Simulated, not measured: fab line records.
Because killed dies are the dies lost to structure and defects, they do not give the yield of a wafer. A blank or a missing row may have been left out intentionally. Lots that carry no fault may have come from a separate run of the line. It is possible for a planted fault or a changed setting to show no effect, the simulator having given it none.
Chamber matching || flow nand harc || 4 sister chambers for NHARC_A_M1_DESCUM_14 on rie diel-02
The step chemistry O2, time 3 s. 7 wafers are shown with their chamber, then 7 later ones without.

== WAFERS PAIRED WITH THEIR CHAMBERS ==
{"wafer": "L312.2", "chamber": 0, "rf vpp V (V)": 56.5, "oes product au (a.u.)": 0.993}
{"wafer": "L316.5", "chamber": 3, "rf vpp V (V)": 56.3, "oes product au (a.u.)": 0.992}
{"wafer": "L327.1", "chamber": 2, "rf vpp V (V)": 58.0, "oes product au (a.u.)": 1.001}
{"wafer": "L327.4", "chamber": 1, "rf vpp V (V)": 59.6, "oes product au (a.u.)": 1.001}
{"wafer": "L327.5", "chamber": 2, "rf vpp V (V)": 58.5, "oes product au (a.u.)": 1.002}
{"wafer": "L330.2", "chamber": 1, "rf vpp V (V)": 58.1, "oes product au (a.u.)": 1.012}
{"wafer": "L330.3", "chamber": 3, "rf vpp V (V)": 57.7, "oes product au (a.u.)": 1.009}

== WAFERS MISSING THEIR CHAMBER ==
{"wafer": "L330.6", "rf vpp V (V)": 56.8, "oes product au (a.u.)": 0.970}
{"wafer": "L332.3", "rf vpp V (V)": 56.9, "oes product au (a.u.)": 1.024}
{"wafer": "L332.4", "rf vpp V (V)": 58.0, "oes product au (a.u.)": 1.009}
{"wafer": "L332.6", "rf vpp V (V)": 59.7, "oes product au (a.u.)": 1.021}
{"wafer": "L329.1", "rf vpp V (V)": 57.9, "oes product au (a.u.)": 0.970}
{"wafer": "L329.2", "rf vpp V (V)": 59.2, "oes product au (a.u.)": 1.014}
{"wafer": "L329.4", "rf vpp V (V)": 56.0, "oes product au (a.u.)": 1.004}

== WHICH CHAMBER EACH WENT THROUGH ==
{"wafer": "L330.6", "from the rows above": "can't be placed: 0 or 3 or 2", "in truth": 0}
{"wafer": "L332.3", "from the rows above": "can't be placed: 3 or 1 or 2 or 0", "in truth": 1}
{"wafer": "L332.4", "from the rows above": "can't be placed: 2 or 1 or 3 or 0", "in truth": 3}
{"wafer": "L332.6", "from the rows above": "can't be placed: 1 or 2 or 3", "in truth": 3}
{"wafer": "L329.1", "from the rows above": "can't be placed: 0 or 2 or 3 or 1", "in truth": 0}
{"wafer": "L329.2", "from the rows above": "can't be placed: 1 or 2", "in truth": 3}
{"wafer": "L329.4", "from the rows above": "can't be placed: 3 or 0 or 2", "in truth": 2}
0 of 7 placed correctly. From these rows, 7 cannot be placed; in 6 the true chamber is one of the candidates. Placed wrongly: 0.
How it was worked out, from the rows above alone: a wafer's distance from a chamber is the root of the sum, over the readings, of the square of ((its reading less the chamber's mean) divided by the reading's scatter). The wafer belongs to the nearest chamber; if the next one is less than 2 further off, it can't be placed. For every chamber, the mean is computed from those of its wafers that are shown. The scatter is the square root of a quotient: the sum, over the shown wafers, of each reading's squared deviation from its chamber's mean, divided by wafers minus chambers.
